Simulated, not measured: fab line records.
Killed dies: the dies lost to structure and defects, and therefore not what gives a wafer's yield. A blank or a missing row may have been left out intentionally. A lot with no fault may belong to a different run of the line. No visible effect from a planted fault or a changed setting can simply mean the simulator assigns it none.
Matching of chambers ; flow nand_harc ; NHARC_A_STAIRCASE_DEP_417 on pecvd-04: 3 sister chambers
The step deposits Si3N4, target thk 60 nm. 20 wafers are shown with their chamber, then 10 later ones without.

WAFERS PAIRED WITH THEIR CHAMBERS
wafer;chamber;showerhead_vpp_V (V);heater_power_w (W)
L076.2;1;1393;575
L076.4;1;1380;561
L076.6;0;1332;519
L077.1;2;1279;592
L077.4;1;1397;596
L077.6;2;1270;620
L084.1;2;1239;673
L084.3;0;1342;600
L084.5;1;1378;624
L085.2;0;1321;641
L085.4;0;1327;651
L085.5;1;1398;631
L088.2;1;1394;626
L088.4;0;1339;530
L088.6;2;1257;637
L089.2;0;1341;607
L089.3;1;1391;530
L089.6;1;1381;531
L090.1;1;1401;637
L090.4;1;1377;624

SIGNATURES (averages over the wafers above)
reading;chamber 0;chamber 1;chamber 2;scatter within a chamber
showerhead_vpp_V;1333.67;1389.00;1261.25;10.9
heater_power_w;591.33;593.50;630.50;44.9
Rule: for each reading, subtract the chamber's mean from the wafer's reading, divide by that reading's scatter and square the result; add these up over the readings and take the root, which gives the wafer's distance from the chamber. If the next closest chamber is less than 2 further off than the closest, the wafer can't be placed; otherwise it belongs to the closest. How the scatter is found: for the shown wafers, subtract from each reading the mean of its chamber, square and add these, divide the total by (wafers less chambers), then take the root.

WAFERS WITHOUT THEIR CHAMBER
wafer;showerhead_vpp_V (V);heater_power_w (W)
L090.5;1263;633
L092.4;1375;626
L092.5;1271;719
L092.6;1348;640
L093.2;1360;639
L093.3;1390;678
L093.6;1358;657
L097.2;1335;638
L097.4;1244;732
L097.5;1382;615

THE CHAMBER EACH PASSED THROUGH
wafer;from the rows above;in truth
L090.5;2;2
L092.4;1;1
L092.5;2;2
L092.6;0;0
L093.2;can't be placed: 0 or 1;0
L093.3;1;1
L093.6;can't be placed: 0 or 1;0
L097.2;0;0
L097.4;2;2
L097.5;1;1
Correct placement for 8 of the 10. Not placeable from these rows: 2 (in 2, the candidates include the true chamber). Wrongly placed: 0.
